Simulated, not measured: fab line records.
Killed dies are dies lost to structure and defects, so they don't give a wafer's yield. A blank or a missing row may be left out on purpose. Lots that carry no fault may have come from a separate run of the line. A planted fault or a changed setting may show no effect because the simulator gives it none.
Split-lot study || flow n5 finfet || route with 1938 steps; 7 lots, 21 wafers read

SPLIT DETAILS
At N5_PASSIVATION_PECVD_35 (deposits SiNx from SiH4/NH3/N2, target thk 700 nm, time 151.3 s), the setting time s was moved away from the recipe's 151.3 s on 6 of the 21 wafers read, by -12.8% to +12.5%. All remaining wafers had this setting at the recipe value.

The reading comes from the split's own step.

THE READING
SiNx_of_PASSIVATION_PECVD_35.thk nm (the simulator's own value, which no gauge read), in nm, at N5_PASSIVATION_PECVD_35 (deposits SiNx from SiH4/NH3/N2, target thk 700 nm, time 151.3 s). No usual value for it is given in the file. Across the 15 wafers here that went through the recipe, the average is 702.2 nm and the standard deviation 7.2 nm.

{"wafer": "L074.1", "tool, chamber at the split": "pecvd-03, 0", "time s as run, s": 151.3, "against the recipe": "recipe", "SiNx_of_PASSIVATION_PECVD_35.thk nm, nm": 698.4, "against lot-mates on the recipe": "-"}
{"wafer": "L074.3", "tool, chamber at the split": "pecvd-03, 2", "time s as run, s": 151.3, "against the recipe": "recipe", "SiNx_of_PASSIVATION_PECVD_35.thk nm, nm": 690.4, "against lot-mates on the recipe": "-"}
{"wafer": "L074.4", "tool, chamber at the split": "pecvd-03, 1", "time s as run, s": 131.9, "against the recipe": "-12.8%", "SiNx_of_PASSIVATION_PECVD_35.thk nm, nm": 616, "against lot-mates on the recipe": -78.4}
{"wafer": "L077.2", "tool, chamber at the split": "pecvd-03, 1", "time s as run, s": 151.3, "against the recipe": "recipe", "SiNx_of_PASSIVATION_PECVD_35.thk nm, nm": 699.6, "against lot-mates on the recipe": "-"}
{"wafer": "L077.3", "tool, chamber at the split": "pecvd-03, 2", "time s as run, s": 151.3, "against the recipe": "recipe", "SiNx_of_PASSIVATION_PECVD_35.thk nm, nm": 695.4, "against lot-mates on the recipe": "-"}
{"wafer": "L077.6", "tool, chamber at the split": "pecvd-03, 1", "time s as run, s": 151.3, "against the recipe": "recipe", "SiNx_of_PASSIVATION_PECVD_35.thk nm, nm": 709.2, "against lot-mates on the recipe": "-"}
{"wafer": "L078.1", "tool, chamber at the split": "pecvd-01, 0", "time s as run, s": 151.3, "against the recipe": "recipe", "SiNx_of_PASSIVATION_PECVD_35.thk nm, nm": 697.4, "against lot-mates on the recipe": "-"}
{"wafer": "L078.2", "tool, chamber at the split": "pecvd-01, 2", "time s as run, s": 151.3, "against the recipe": "recipe", "SiNx_of_PASSIVATION_PECVD_35.thk nm, nm": 698.2, "against lot-mates on the recipe": "-"}
{"wafer": "L078.6", "tool, chamber at the split": "pecvd-01, 2", "time s as run, s": 140, "against the recipe": "-7.5%", "SiNx_of_PASSIVATION_PECVD_35.thk nm, nm": 648.6, "against lot-mates on the recipe": -49.2}
{"wafer": "L080.2", "tool, chamber at the split": "pecvd-03, 1", "time s as run, s": 163.7, "against the recipe": "+8.2%", "SiNx_of_PASSIVATION_PECVD_35.thk nm, nm": 760.6, "against lot-mates on the recipe": "+53.6"}
{"wafer": "L080.3", "tool, chamber at the split": "pecvd-03, 2", "time s as run, s": 151.3, "against the recipe": "recipe", "SiNx_of_PASSIVATION_PECVD_35.thk nm, nm": 707, "against lot-mates on the recipe": "-"}
{"wafer": "L080.5", "tool, chamber at the split": "pecvd-03, 1", "time s as run, s": 163.7, "against the recipe": "+8.2%", "SiNx_of_PASSIVATION_PECVD_35.thk nm, nm": 773.6, "against lot-mates on the recipe": "+66.6"}
{"wafer": "L082.2", "tool, chamber at the split": "pecvd-03, 1", "time s as run, s": 151.3, "against the recipe": "recipe", "SiNx_of_PASSIVATION_PECVD_35.thk nm, nm": 706, "against lot-mates on the recipe": "-"}
{"wafer": "L082.3", "tool, chamber at the split": "pecvd-03, 0", "time s as run, s": 151.3, "against the recipe": "recipe", "SiNx_of_PASSIVATION_PECVD_35.thk nm, nm": 706.2, "against lot-mates on the recipe": "-"}
{"wafer": "L082.5", "tool, chamber at the split": "pecvd-03, 1", "time s as run, s": 151.3, "against the recipe": "recipe", "SiNx_of_PASSIVATION_PECVD_35.thk nm, nm": 710.4, "against lot-mates on the recipe": "-"}
{"wafer": "L086.1", "tool, chamber at the split": "pecvd-04, 1", "time s as run, s": 151.3, "against the recipe": "recipe", "SiNx_of_PASSIVATION_PECVD_35.thk nm, nm": 704.6, "against lot-mates on the recipe": "-"}
{"wafer": "L086.5", "tool, chamber at the split": "pecvd-04, 2", "time s as run, s": 151.3, "against the recipe": "recipe", "SiNx_of_PASSIVATION_PECVD_35.thk nm, nm": 707.8, "against lot-mates on the recipe": "-"}
{"wafer": "L086.6", "tool, chamber at the split": "pecvd-04, 1", "time s as run, s": 151.3, "against the recipe": "recipe", "SiNx_of_PASSIVATION_PECVD_35.thk nm, nm": 713.8, "against lot-mates on the recipe": "-"}
{"wafer": "L095.1", "tool, chamber at the split": "pecvd-01, 2", "time s as run, s": 170.2, "against the recipe": "+12.5%", "SiNx_of_PASSIVATION_PECVD_35.thk nm, nm": 774.6, "against lot-mates on the recipe": "+86.0"}
{"wafer": "L095.3", "tool, chamber at the split": "pecvd-01, 0", "time s as run, s": 151.3, "against the recipe": "recipe", "SiNx_of_PASSIVATION_PECVD_35.thk nm, nm": 688.6, "against lot-mates on the recipe": "-"}
{"wafer": "L095.4", "tool, chamber at the split": "pecvd-01, 1", "time s as run, s": 170.2, "against the recipe": "+12.5%", "SiNx_of_PASSIVATION_PECVD_35.thk nm, nm": 780.2, "against lot-mates on the recipe": "+91.6"}

FIT RESULTS
A straight line over all 21 wafers: SiNx_of_PASSIVATION_PECVD_35.thk nm changes by +6.67 nm for each +1% of time s; r = +0.98; the points scatter about the line by 8 nm.
The same after taking each lot's own level away (the mean of its wafers on the recipe; 21 wafers): +6.83 nm for each +1%; r = +0.99; scatter 4.6 nm.
On that fit, the largest move of time s shifts the reading by 88 nm.
The span of the lots' own levels, 688.60 to 708.73 nm, comes to 2.8 times the standard deviation stated above.
Consequently the slope shifts little with the lot-to-lot level, the two slopes agreeing.
Check: -90.4 nm against its lot-mates is what the line predicts for one of the wafers moved furthest among these (-12.8%) when that wafer is left out of the fit. Against them it came out at -78.4 nm.

FURTHER SPLITS ON THESE WAFERS
Before the reading, these wafers also passed through other splits. Each is held against what the fit with the lots' levels taken away leaves over:
{"other split on the same wafers": "N5_BEOL_M13_ETCH_59 time s", "wafers away from the commonest value": 8, "r with SiNx_of_PASSIVATION_PECVD_35.thk nm (lot level and that fit taken away)": "+0.08"}
{"other split on the same wafers": "N5_BEOL_M14_TRENCH_ETCH_34 time s", "wafers away from the commonest value": 6, "r with SiNx_of_PASSIVATION_PECVD_35.thk nm (lot level and that fit taken away)": "+0.23"}
{"other split on the same wafers": "N5_BEOL_M14_SPUTTER_45 power w", "wafers away from the commonest value": 8, "r with SiNx_of_PASSIVATION_PECVD_35.thk nm (lot level and that fit taken away)": "+0.03"}
{"other split on the same wafers": "N5_BEOL_M15_COAT_58 spin rpm", "wafers away from the commonest value": 4, "r with SiNx_of_PASSIVATION_PECVD_35.thk nm (lot level and that fit taken away)": -0.07}
{"other split on the same wafers": "N5_MIM_TOP_LITHO_PEB_06 peb time s", "wafers away from the commonest value": "as run: not given for these wafers", "r with SiNx_of_PASSIVATION_PECVD_35.thk nm (lot level and that fit taken away)": "-"}

THE FILE'S OWN FIT
SiNx_of_PASSIVATION_PECVD_35.thk nm changes by +6.71 nm for each +1% of time s, r = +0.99.
